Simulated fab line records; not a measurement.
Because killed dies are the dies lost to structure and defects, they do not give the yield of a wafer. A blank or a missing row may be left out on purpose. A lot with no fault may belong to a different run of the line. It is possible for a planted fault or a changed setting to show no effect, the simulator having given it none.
Chamber matching | flow nand-harc | rie-diel-02 running NHARC_THIN_TSV_DESCUM_14: 4 sister chambers
The step chemistry O2, time 3 s. 8 wafers are shown with their chamber, then 7 later ones without.

== WAFERS PAIRED WITH THEIR CHAMBERS ==
wafer  | chamber | drypump-motor-current-A (A) | rf-vpp-V (V)
L212.1 | 3       | 5.9                         | 57.1
L224.5 | 1       | 6.4                         | 57.5
L224.6 | 2       | 5.9                         | 58.2
L226.1 | 2       | 5.8                         | 56.6
L226.2 | 1       | 6.4                         | 59.1
L226.6 | 0       | 5.4                         | 56.8
L230.1 | 3       | 6.0                         | 58.6
L230.3 | 0       | 5.5                         | 56.5

== WAFERS WITHOUT THEIR CHAMBER ==
wafer  | drypump-motor-current-A (A) | rf-vpp-V (V)
L230.4 | 6.4                         | 57.8
L231.1 | 5.5                         | 55.7
L231.3 | 5.9                         | 58.5
L231.4 | 5.8                         | 56.7
L229.1 | 5.8                         | 58.6
L229.4 | 5.5                         | 57.5
L229.6 | 5.5                         | 58.2

== WHICH CHAMBER EACH ONE RAN IN ==
wafer  | from the rows above     | in truth
L230.4 | 1                       | 1
L231.1 | 0                       | 0
L231.3 | can't be placed: 3 or 2 | 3
L231.4 | can't be placed: 2 or 3 | 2
L229.1 | can't be placed: 2 or 3 | 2
L229.4 | 0                       | 0
L229.6 | 0                       | 0
Placed correctly: 4 of 7. Unplaceable from these rows: 3, with the true chamber sitting among the candidates in 3. Wrongly placed: 0.
How it was worked out, from the rows above alone: a wafer's distance from a chamber is the root of the sum, over the readings, of the square of ((its reading less the chamber's mean) divided by the reading's scatter). If the next closest chamber is less than 2 further off than the closest, the wafer can't be placed; otherwise it belongs to the closest. Each chamber's mean is taken over the wafers shown for it. The scatter is the square root of a quotient: the sum, over the shown wafers, of each reading's squared deviation from its chamber's mean, divided by wafers minus chambers.
